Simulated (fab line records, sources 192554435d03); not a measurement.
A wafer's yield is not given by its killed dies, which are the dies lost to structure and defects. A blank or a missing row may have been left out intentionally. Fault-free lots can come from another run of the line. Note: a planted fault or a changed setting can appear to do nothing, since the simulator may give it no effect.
Struck lot and sound lot, side by side + flow n5 finfet + 24 steps out of a route of 1938
Sound: wafers L860.1, L860.4, L860.5. Struck: wafers L881.2, L881.3, L881.6. The cause comes at the end.
Each step with rows lists, per side, the tool, then ch with its chambers, then its first start. Under that, the readings that differ: sound wafers + struck wafers + difference of the means + sigmas: that difference in standard deviations of wafers without a fault.
alike: words and numbers the same on both sides, and readings whose means are apart by under 2 such deviations; not compared: readings that were withheld, readings missing a value for some wafer, numbers with overlapping values and no deviation given by the record, and bounds like >300 which may hide the same value.
The two part at a step that has a row with sigmas, a row that says differs or no value, or rows on one side only. Numbers that have no deviation but don't overlap get no sigmas and don't part them. A reading missing from all wafers of one side parts the sides only when that side holds two or more wafers.

first, 10 steps without rows for these wafers: N5_DUMMY_GATE_SRD_26 (time 30 s); N5_DUMMY_GATE_UV_OZONE_45 (time 120 s); N5_SPACER0_ALD_07 (deposits SiNx, target thk 2 nm); N5_SPACER0_ALD_00 (deposits SiOCN, target thk 3.5 nm, pulse time 3 s, purge time 2 s); N5_SPACER0_ALD_08 (deposits SiNx, target thk 2 nm); N5_SD_EPI_N_COAT_32 (time 60 s, resist thk 350 nm); N5_SD_EPI_N_COAT_33 (time 60 s, resist thk 35 nm); N5_SD_EPI_N_COAT_03 (resist thk 150 nm); N5_SD_EPI_N_EBR_05; N5_SD_EPI_N_SOFTBAKE_04 (time 60 s).
N5_SD_EPI_N_EXPOSE_06: exposes mask SD N BLK, target cd 120 nm.
  sound on arfi scanner-02 ch 0, day 3 06:30; struck on arfi scanner-02 ch 0, day 8 06:32
| reading              | sound             | struck            | difference | sigmas |
|----------------------|-------------------|-------------------|------------|--------|
| exposure dose mJ cm2 | 39.71 39.71 39.69 | 36.79 36.75 36.76 | -2.94      | -77    |
  alike: mask, focus offset nm, stage vel mm s
then, 2 steps without rows for these wafers: N5_SD_EPI_N_PEB_07 (peb time 60 s); N5_SD_EPI_N_DEVELOP_08 (develop time 30 s).
N5_SD_EPI_N_CD_MEAS_09: target cd 120 nm.
  sound on cd sem-02 ch 0, day 3 06:38; struck on cd sem-02 ch 0, day 8 06:40
| reading    | sound             | struck            | difference | sigmas |
|------------|-------------------|-------------------|------------|--------|
| cd nm (nm) | 120.3 120.0 119.4 | 114.8 114.8 114.4 | -5.2       | -8     |
N5_SD_EPI_N_DESCUM_14: chemistry O2, time 7.9 s.
  sound on rie diel-06 ch 1,3, day 3 06:43; struck on rie diel-05 ch 0,1,3, day 8 06:45
| reading                   | sound           | struck            | difference | sigmas |
|---------------------------|-----------------|-------------------|------------|--------|
| model.SD_EPI_N.cd nm (nm) | 120 120.4 119.2 | 114.8 114.6 114.6 | -5.2       |        |
  alike: drypump motor current A, oes product au, rf vpp V, showerhead plenum p Torr, throttle valve pct
  not compared: rf hours counter h
then, 7 steps without rows for these wafers: N5_SD_EPI_N_ETCH_34 (etches SiARC in CF4, target depth 45.5 nm, time 75.8 s); N5_SD_EPI_N_ETCH_35 (etches SOC in N2/H2, overetch 108 nm, time 486 s); N5_SD_EPI_N_STRIP_36 (strips in N2/H2); N5_SD_EPI_N_ETCHBACK_44 (etches SiNx in CH3F/O2, stops on SiO2, target depth 14.5 nm); N5_SD_EPI_N_ETCH_45 (etches SiOCN in CH3F/O2, target depth 6 nm); N5_SD_EPI_N_ETCH_16 (etches SiO2 in CHF3/O2, target depth 5 nm); N5_SD_EPI_N_STRIP_47 (strips in CHF3/O2).
N5_SD_EPI_N_SD_RECESS_17: chemistry HBr/Cl2/O2, target depth 41 nm, time 23.7 s, bt time 3 s.
  sound on rie si-06 ch 0,1,3, day 3 07:24; struck on rie si-06 ch 0,2,3, day 8 07:26
| reading                   | sound             | struck            | difference | sigmas |
|---------------------------|-------------------|-------------------|------------|--------|
| model.SD_EPI_N.cd nm (nm) | 119.2 121.2 118.4 | 115.8 115.2 113.4 | -4.8       |        |
  alike: drypump motor current A, mfc cl2 sccm, oes product au, throttle valve pct
  not compared: rf hours counter h
then, 1 step without rows for these wafers: N5_SD_EPI_N_STRIP_38 (strips in N2/H2).

WHERE THEY PART
Last at N5_SD_EPI_N_CD_MEAS_09 as far as this record goes, first at N5_SD_EPI_N_EXPOSE_06. Later steps at which nothing parts them and some readings are alike: N5_SD_EPI_N_DESCUM_14, N5_SD_EPI_N_SD_RECESS_17.

WHY: whatever the simulator had introduced
Process parameter drift: arfi scanner-02, from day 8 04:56 on, at N5_SD_EPI_N_EXPOSE_06. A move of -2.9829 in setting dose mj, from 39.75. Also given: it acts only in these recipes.
